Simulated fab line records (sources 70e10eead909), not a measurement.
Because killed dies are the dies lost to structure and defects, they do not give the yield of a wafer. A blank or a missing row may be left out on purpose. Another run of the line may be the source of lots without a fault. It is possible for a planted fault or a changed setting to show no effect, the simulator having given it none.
Problem report, 8D (eight disciplines) form, completed by code / flow nand harc / the parts of the form that need people (team, actions taken, sign-off) are left out

== 1. THE PROBLEM ==
killed at array at NHARC_END_SORT_01 reads a mean of 657 on 3 wafers of 3 lots; wafers without a fault read 52 with a standard deviation of 17. Measured from the usual mean, that is +36 standard deviations.
First seen on wafer L853.6, day 33 05:52, on prober-01. Wafers with a number at this step in the record: 8, from 3 lots. Rule for "out", or "out of limits": more than 4 standard deviations from the usual mean. All remaining wafers that have a number are taken as sound.

== 2. WHAT IT IS AND WHAT IT IS NOT ==
question=which readings at this step | is=killed at array, killed dies | is not=killed at periphery, killed open, killed short
question=which lots | is=L853, L854, L855 | is not=-
question=which wafers of those lots | is=L853.6, L854.6, L855.6 | is not=L853.3, L854.2, L854.3, L855.3, L855.4
question=read on which gauges | is=prober-01, prober-02 | is not=-
question=when | is=from day 33 05:52 | is not=up to then (2 sound wafers); but 3 sound wafers of L854, L855 came after

== 3. WHAT RULES OUT EACH SUSPECT ==
Counting: if a tool at a process step up to the reading ran every lot that is out, it stays a suspect. Sound lots after the first of them don't rule it out here, since some wafers of a struck lot are sound.
- the gauge at NHARC_END_SORT_01: ruled out. The wafers that are out were read on 2 gauges (prober-01, prober-02).
- rie diel-11 at NHARC_A_CHANNEL_HOLE_D1_ETCH_44 (etches the open film in CF4/O2, target depth 140 nm, overetch 14 nm, time 77 s): kept. It ran every lot that is out, first L853 (day 17 08:31). On those wafers its own readings are out: oes product au.
Remaining after the count: rie diel-11 at NHARC_A_CHANNEL_HOLE_D1_ETCH_44.

== 4. THE CAUSE (what the simulator had put in) ==
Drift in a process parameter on rie diel-11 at NHARC_A_CHANNEL_HOLE_D1_ETCH_44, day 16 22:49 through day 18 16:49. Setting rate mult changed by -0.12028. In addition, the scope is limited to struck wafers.
After counting, this tool was the only one left.

== 5. SEQUENCE OF EFFECTS, ordered by route ==
One row per reading whose mean, taken over the struck wafers that have a number, lies over 3 standard deviations from the usual. Only readings whose record carries a usual standard deviation are examined. hours: median over the lots of the time between each lot's start at the first step of this table that gives one and its start at this step. sigmas: the change, counted in usual standard deviations.
hours=0; step=NHARC_A_CHANNEL_HOLE_D1_ETCH_44; reading=oes product au; usual=1.003 a.u.; on struck wafers=0.923; change=-0.080; sigmas=-6.2
hours=380; step=NHARC_END_SORT_01; reading=killed at array; usual=52; on struck wafers=657; change=+605; sigmas=+36
hours=380; step=NHARC_END_SORT_01; reading=killed dies; usual=58; on struck wafers=662; change=+604; sigmas=+36
Its process steps:
- NHARC_A_CHANNEL_HOLE_D1_ETCH_44: etches the open film in CF4/O2, target depth 140 nm, overetch 14 nm, time 77 s.

== 6. HOW IT WOULD HAVE BEEN CAUGHT EARLIER ==
The first out-of-limits reading at a measuring or inspecting step in this record came at day 33 05:52, 391 hours after the fault's start at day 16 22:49.
Tool's own readings at NHARC_A_CHANNEL_HOLE_D1_ETCH_44, oes product au: out on all struck wafers the step has rows for; an alarm limit on them would have tripped on the first.
By day 33 05:52, every lot that is out (3) had started NHARC_A_CHANNEL_HOLE_D1_ETCH_44 on rie diel-11. Had the tool been put on hold then, not one of them would have been saved.
